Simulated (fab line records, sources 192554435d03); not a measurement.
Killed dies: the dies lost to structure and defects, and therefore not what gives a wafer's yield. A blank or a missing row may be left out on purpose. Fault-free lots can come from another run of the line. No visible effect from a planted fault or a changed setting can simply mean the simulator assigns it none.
A lot that was struck, set against a sound lot + flow n5-finfet + 36 steps out of a route of 1938
Sound: wafers L675.2, L675.4, L675.5. Struck: wafers L682.1, L682.3, L682.4. The cause is named last.
For every step that has rows: the tool of each side, followed by ch and its chambers, followed by its first start. Under that, the readings that differ: sound wafers + struck wafers + difference of the means + sigmas: that difference in standard deviations of wafers without a fault.
alike: a reading whose means differ by less than 2 such deviations, as well as words and numbers matching on both sides. not compared: withheld readings; readings where some wafer has no value; bounds like >300 that might hide an equal value; numbers whose values overlap and for which the record gives no deviation.
Wherever a step has rows on one side only, a row that says differs or no value, or a row with sigmas, the two part there. Numbers that don't overlap but have no deviation are shown without sigmas and don't part them. Lack of a reading on every wafer of one side parts them only where that side has two or more wafers.

first, 9 steps without rows for these wafers: N5_BEOL_M4_ANNEAL_95 (time 240 s); N5_BEOL_M4_SPUTTER_96 (material Cu, target thk 4.5 nm, time 8.29 s); N5_BEOL_M4_ECD_50 (material Cu, target thk 300 nm); N5_BEOL_M4_ANNEAL_51 (time 90 s); N5_BEOL_M4_CMP_52 (polishes, stops on SiOC, t overpolish 6.8 s, target thk 40 nm); N5_BEOL_M4_PRE_CLEAN_60 (time 15 s); N5_BEOL_M4_CO_CAP_55 (material Co, precursor CCTBA/H2, target thk 2 nm, time 102.1 s); N5_BEOL_M4_PRE_CLEAN_56 (time 15 s); N5_BEOL_M4_DEP_57 (deposits SiCN from 3MS/NH3, target thk 8 nm, time 14 s).
N5_BEOL_M4_RC_MEAS_101:
  sound on prober-01 ch 0, day 9 15:22; struck on prober-01 ch 0, day 11 08:56
| reading   | sound                | struck               | difference | sigmas |
|-----------|----------------------|----------------------|------------|--------|
| VT_P (mV) | -254.1 -252.7 -252.1 | -247.0 -244.8 -248.9 | +6.1       | +2     |
  alike: DIBL_N, DIBL_P, IOFF_N, IOFF_P, ION_N, ION_P, SS_N, SS_P, VT_N
then, 24 steps without rows for these wafers: N5_BEOL_M5_ILD_DEP_00 (deposits SiCOH lowk from DEMS/porogen, target thk 140.64 nm, time 25.9 s); N5_BEOL_M5_CURE_79 (cures SiCOH lowk, time 240 s); N5_BEOL_M5_PECVD_70 (deposits SiO2 from TEOS/O2, target thk 16 nm, time 18 s); N5_BEOL_M5_HM_DEP_02 (deposits TiN, target thk 20 nm); N5_BEOL_M5_COAT_59 (time 60 s, resist thk 60 nm); N5_BEOL_M5_COAT_60 (time 60 s, resist thk 12 nm); N5_BEOL_M5_COAT_71 (time 60 s, resist thk 5 nm); N5_BEOL_M5_COAT_05 (resist thk 30 nm); N5_BEOL_M5_EBR_07; N5_BEOL_M5_SOFTBAKE_06 (time 60 s); N5_BEOL_M5_EXPOSE_08 (exposes mask M5, target cd 28 nm); N5_BEOL_M5_PEB_09 (peb time 60 s); N5_BEOL_M5_DEVELOP_10 (develop time 30 s); N5_BEOL_M5_DESCUM_16 (chemistry O2, time 7 s); N5_BEOL_M5_ETCH_72 (etches underlayer in N2/H2, target depth 6.5 nm, time 5.2 s); N5_BEOL_M5_ETCH_61 (etches SiARC in CF4, target depth 15.6 nm, time 26 s); N5_BEOL_M5_ETCH_62 (etches SOC in N2/H2, target depth 75 nm, overetch 15 nm, time 112.5 s); N5_BEOL_M5_STRIP_63 (strips in N2/H2); N5_BEOL_M5_STRIP_73 (strips in N2/H2); N5_BEOL_M5_STRIP_64 (strips in CF4); N5_BEOL_M5_HM_OPEN_17 (chemistry Cl2/BCl3, target TiN, target depth 20 nm, overetch 6 nm); N5_BEOL_M5_STRIP_19 (strips in O2); N5_BEOL_M5_COAT_65 (time 60 s, resist thk 60 nm); N5_BEOL_M5_COAT_66 (time 60 s, resist thk 12 nm).
-- here the record skips 2 days between the struck wafers' starts before and after, leaving off in module BEOL_M5 and picking up in module BEOL_M9 (first step shown: number 1447 of the route) --
N5_BEOL_M9_ETCH_41: etches SiCN in CH3F/O2, target depth 36.6 nm, time 70.1 s.
  sound on rie-diel-02 ch 0,2, day 11 23:46; struck on rie-diel-02 ch 0,1,2, day 13 10:58
  no value came back on the struck wafers for any of 7 readings (CH3F_flow_sccm (sccm), O2_flow_sccm (sccm) and others); on the sound wafers CH3F_flow_sccm (sccm) reads 30.00 29.98 29.85
  not compared: rf-hours-counter-h
-- here the record skips 2 days between the struck wafers' starts before and after, leaving off in module BEOL_M9 and picking up in module PASSIVATION (first step shown: number 1936 of the route) --
N5_PASSIVATION_PROBE_49:
  the record has rows for the struck wafers here (prober-02, day 15 19:52) and none for the sound ones

== WHERE THEY PART ==
Last at N5_PASSIVATION_PROBE_49 as far as this record goes, first at N5_BEOL_M4_RC_MEAS_101.

WHY: the cause the simulator had injected
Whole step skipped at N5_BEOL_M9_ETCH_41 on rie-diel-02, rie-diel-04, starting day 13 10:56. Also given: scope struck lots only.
